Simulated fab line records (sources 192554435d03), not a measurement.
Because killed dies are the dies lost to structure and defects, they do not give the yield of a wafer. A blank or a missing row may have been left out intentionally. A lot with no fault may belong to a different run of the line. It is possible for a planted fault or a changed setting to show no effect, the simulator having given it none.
Which of the tools did it? -- flow n5-finfet -- 11 lots, 30 wafers sampled, at 5 steps of a route of 1938

== WHAT EACH GAUGE READ, for each wafer ==
No reading from a measuring or inspecting step in the record can be judged against a usual standard deviation.

== EACH LOT AND THE TOOL THAT RAN IT (in order: tool; ch and the chambers of the sampled wafers; start) ==
lot,N5_BEOL_M11_ETCH_61,N5_BEOL_M11_TRENCH_ETCH_37,N5_BEOL_M11_ETCH_41,N5_BEOL_M11_ALD_74,N5_PASSIVATION_PROBE_49
L146,"rie-diel-02 ch 2,3, day 10 19:35","rie-diel-06 ch 0,2,3, day 11 00:25 or earlier","rie-diel-06 ch 0,2,3, day 11 00:25","ald-metal-04 ch 1,2,3, day 11 01:14",-
L145,"rie-diel-03 ch 1,2,3, day 10 20:34","rie-diel-03 ch 1,2, day 11 00:26 or earlier","rie-diel-03 ch 1,2, day 11 00:26","ald-metal-02 ch 0,2,3, day 11 01:21",-
L148,"rie-diel-06 ch 0,1,2, day 11 12:08","rie-diel-03 ch 0,1,3, day 11 14:15 or earlier","rie-diel-03 ch 0,1,3, day 11 14:15","ald-metal-04 ch 0,1,2, day 11 15:28",-
L153,"rie-diel-02 ch 1,3, day 12 10:12","rie-diel-03 ch 1,2, day 12 11:28 or earlier","rie-diel-03 ch 1,2, day 12 11:28","ald-metal-04 ch 1,2, day 12 12:19","prober-02, day 14 01:31"
L158,"rie-diel-02 ch 1,2,3, day 14 05:33","rie-diel-06 ch 1,2,3, day 14 08:56 or earlier","rie-diel-06 ch 1,2,3, day 14 08:56","ald-metal-04 ch 0,2,3, day 14 10:26",-
L161,"rie-diel-03 ch 0,1, day 14 20:18","rie-diel-02 ch 0,1, day 14 21:45 or earlier","rie-diel-02 ch 0,1, day 14 21:45","ald-metal-04 ch 0,2, day 14 22:44","prober-01, day 16 14:04"
L163,"rie-diel-02 ch 0,3, day 15 07:11","rie-diel-03 ch 0,3, day 15 10:13 or earlier","rie-diel-03 ch 0,3, day 15 10:13","ald-metal-02 ch 1,3, day 15 11:19",-
L164,"rie-diel-02 ch 0,1, day 15 19:29","rie-diel-03 ch 0,2, day 15 21:09 or earlier","rie-diel-03 ch 0,2, day 15 21:09","ald-metal-04 ch 0,1, day 15 22:04",-
L166,"rie-diel-03 ch 0,2, day 16 05:44","rie-diel-03 ch 0,1, day 16 08:20 or earlier","rie-diel-03 ch 0,1, day 16 08:20","ald-metal-02 ch 1,2,3, day 16 09:11",-
L168,"rie-diel-03 ch 0,1, day 16 08:58","rie-diel-02 ch 0,1,3, day 16 10:18 or earlier","rie-diel-02 ch 0,1,3, day 16 10:18","ald-metal-04 ch 0,1,3, day 16 11:10",-
L167,"rie-diel-03 ch 0,1, day 16 09:16","rie-diel-03 ch 0,1,3, day 16 10:32 or earlier","rie-diel-03 ch 0,1,3, day 16 10:32","ald-metal-02 ch 0,1,3, day 16 11:25",-
- N5_BEOL_M11_ETCH_61: etches SiARC in CF4, target depth 39 nm, time 65 s.
- N5_BEOL_M11_TRENCH_ETCH_37: etches SiCOH lowk in C4F6/O2, target depth 148.83 nm, time 48 s.
- N5_BEOL_M11_ETCH_41: etches SiCN in CH3F/O2, target depth 42.6 nm, time 86 s.
- N5_BEOL_M11_ALD_74: deposits TaN, target thk 2 nm, pulse time 2 s, purge time 3 s.
- N5_PASSIVATION_PROBE_49

== AS READ BY THE TOOLS THEMSELVES (means over the sampled wafers that have a number; for cases with no such wafer, the mark the record gives instead) ==
N5_BEOL_M11_ETCH_61.
lot,tool,drypump-motor-current-A (A),etch-rf-on-time-s (s),oes-product-au (a.u.),rf-vpp-V (V),showerhead-plenum-p-Torr (Torr),throttle-valve-pct (%)
L146,rie-diel-02,5.6,64.6,0.74,184.5,2.10,15.4
L145,rie-diel-03,6.0,67.1,0.65,184.7,2.15,15.8
L148,rie-diel-06,5.7,65.0,0.70,183.6,2.14,15.7
L153,rie-diel-02,6.0,66.3,0.67,184.4,2.12,15.5
L158,rie-diel-02,6.0,66.8,0.68,183.9,2.11,15.5
L161,rie-diel-03,6.0,65.1,0.70,183.6,2.06,15.4
L163,rie-diel-02,5.8,64.4,0.74,184.1,2.15,15.3
L164,rie-diel-02,6.4,66.8,0.71,184.9,2.17,15.3
L166,rie-diel-03,6.3,66.2,0.72,183.8,2.10,15.2
L168,rie-diel-03,6.0,64.4,0.69,183.3,2.05,15.4
L167,rie-diel-03,5.8,64.2,0.65,182.7,2.05,15.8

N5_BEOL_M11_TRENCH_ETCH_37.
lot,tool,C4F6_flow_sccm (sccm),drypump-motor-current-A (A),oes-product-au (a.u.),rf-vpp-V (V),showerhead-plenum-p-Torr (Torr),throttle-valve-pct (%)
L146,rie-diel-06,9.991,5.6,0.80,678,2.91,21.04
L145,rie-diel-03,10.000,6.0,0.79,663,2.77,21.05
L148,rie-diel-03,10.007,5.9,0.77,669,2.80,20.88
L153,rie-diel-03,10.009,6.2,0.81,669,2.80,20.97
L158,rie-diel-06,10.018,5.4,0.80,684,2.86,20.91
L161,rie-diel-02,10.003,6.5,0.82,697,2.87,20.61
L163,rie-diel-03,9.977,6.0,0.90,680,2.83,20.57
L164,rie-diel-03,9.977,6.5,0.86,688,2.82,20.57
L166,rie-diel-03,10.011,5.9,0.75,661,2.71,20.97
L168,rie-diel-02,9.990,6.0,0.80,672,2.84,20.66
L167,rie-diel-03,9.995,5.9,0.82,670,2.78,20.81

N5_BEOL_M11_ETCH_41.
lot,tool,drypump-motor-current-A (A),oes-product-au (a.u.),rf-vpp-V (V),showerhead-plenum-p-Torr (Torr),throttle-valve-pct (%)
L146,rie-diel-06,5.6,0.81,298.1,2.04,16.41
L145,rie-diel-03,6.0,0.79,296.9,1.95,16.42
L148,rie-diel-03,5.9,0.77,296.6,1.97,16.32
L153,rie-diel-03,6.2,0.93,296.9,1.96,16.38
L158,rie-diel-06,5.4,0.80,297.1,2.01,16.30
L161,rie-diel-02,6.5,0.82,298.7,2.02,16.03
L163,rie-diel-03,6.0,0.90,296.2,1.99,15.98
L164,rie-diel-03,6.4,0.86,298.3,1.98,15.98
L166,rie-diel-03,5.8,0.76,295.2,1.90,16.40
L168,rie-diel-02,6.1,0.81,297.6,1.99,16.07
L167,rie-diel-03,5.9,0.82,296.6,1.95,16.22

N5_BEOL_M11_ALD_74.
lot,tool,heater-power-w (W)
L146,ald-metal-04,446
L145,ald-metal-02,450
L148,ald-metal-04,475
L153,ald-metal-04,469
L158,ald-metal-04,465
L161,ald-metal-04,476
L163,ald-metal-02,466
L164,ald-metal-04,457
L166,ald-metal-02,442
L168,ald-metal-04,438
L167,ald-metal-02,476

N5_PASSIVATION_PROBE_49.
lot,tool,defect-limited-yield (%),killed_at_M0_to_M3,killed_at_M4_up,killed-at-contacts,killed-at-front-end,killed-at-other,killed-dies,killed-open,killed-short,sort_bin_5_function (%),sort_bin_6_memory (%),sort_bin_8_speed (%),sort-n-pass
L153,prober-02,92.1,28,8,12,38,8,94,60,32,4.5,3.1,0.00,1086
L161,prober-01,92.5,25,18,8,33,4,88,59,25,4.4,2.7,0.00,1092

== THE ANSWER, worked out from the rows above alone ==
Rule: usual is defined by the lots themselves. Put in order of their means at a reading, lots are off if they are a third of the lots or fewer, leave a main group of 4 or more, and stand apart from it by a gap of 3 or more times the standard deviation of the main group's means; of several such gaps the widest counts. Not used: any main group whose means are identical at the precision the tables above print for the reading. Also off: a lot with no number at a reading for which 4 or more lots have one. All remaining lots with rows at the step are treated as sound. Order of review: gauges by route order, followed by the tools' own readings, for which a lot's mean as printed above is used. At the first step where some lot is off, the reading lying furthest off is the one used; lots without a number count as furthest.
None of the lots is off at any reading shown; this tells nothing.

== WHAT THE SIMULATOR PUT IN ==
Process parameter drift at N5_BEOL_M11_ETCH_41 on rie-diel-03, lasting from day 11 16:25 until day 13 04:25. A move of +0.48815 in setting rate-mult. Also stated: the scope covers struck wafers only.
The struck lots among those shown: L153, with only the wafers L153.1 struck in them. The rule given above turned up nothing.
